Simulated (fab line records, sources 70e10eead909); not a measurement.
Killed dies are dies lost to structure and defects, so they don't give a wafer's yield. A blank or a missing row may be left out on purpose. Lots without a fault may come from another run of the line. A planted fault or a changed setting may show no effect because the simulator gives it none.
Chamber matching | flow nand_harc | NHARC_A_STAIRCASE_DEP_325 on pecvd-03: 3 sister chambers
The step deposits SiO2, target thk 3800 nm. 3 wafers are shown with their chamber, then 7 later ones without.

WAFERS WITH THEIR CHAMBER
wafer  | chamber | heater_power_w (W)
L262.4 | 1       | 580
L263.5 | 0       | 566
L264.2 | 2       | 514

WAFERS WITHOUT THEIR CHAMBER
wafer  | heater_power_w (W)
L264.3 | 647
L264.6 | 588
L267.2 | 514
L267.5 | 591
L267.6 | 551
L272.2 | 663
L274.1 | 703

WHICH CHAMBER EACH WENT THROUGH
wafer  | from the rows above          | in truth
L264.3 | can't be placed: 1 or 0 or 2 | 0
L264.6 | can't be placed: 1 or 0 or 2 | 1
L267.2 | can't be placed: 2 or 0 or 1 | 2
L267.5 | can't be placed: 1 or 0 or 2 | 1
L267.6 | can't be placed: 0 or 1 or 2 | 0
L272.2 | can't be placed: 1 or 0 or 2 | 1
L274.1 | can't be placed: 1 or 0 or 2 | 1
Placed correctly: 0 of 7. Can't be placed from these rows: 7 (the true chamber is among the candidates in 7). Placed wrongly: 0.
How it was worked out, from the rows above alone: a wafer's distance from a chamber is the root of the sum, over the readings, of the square of ((its reading less the chamber's mean) divided by the reading's scatter). The wafer belongs to the nearest chamber; if the next one is less than 2 further off, it can't be placed. A chamber's mean is the mean of its shown wafers. The scatter: with one shown wafer a chamber, the root of the mean of the squares of how far each hidden wafer lies from its nearest shown one.
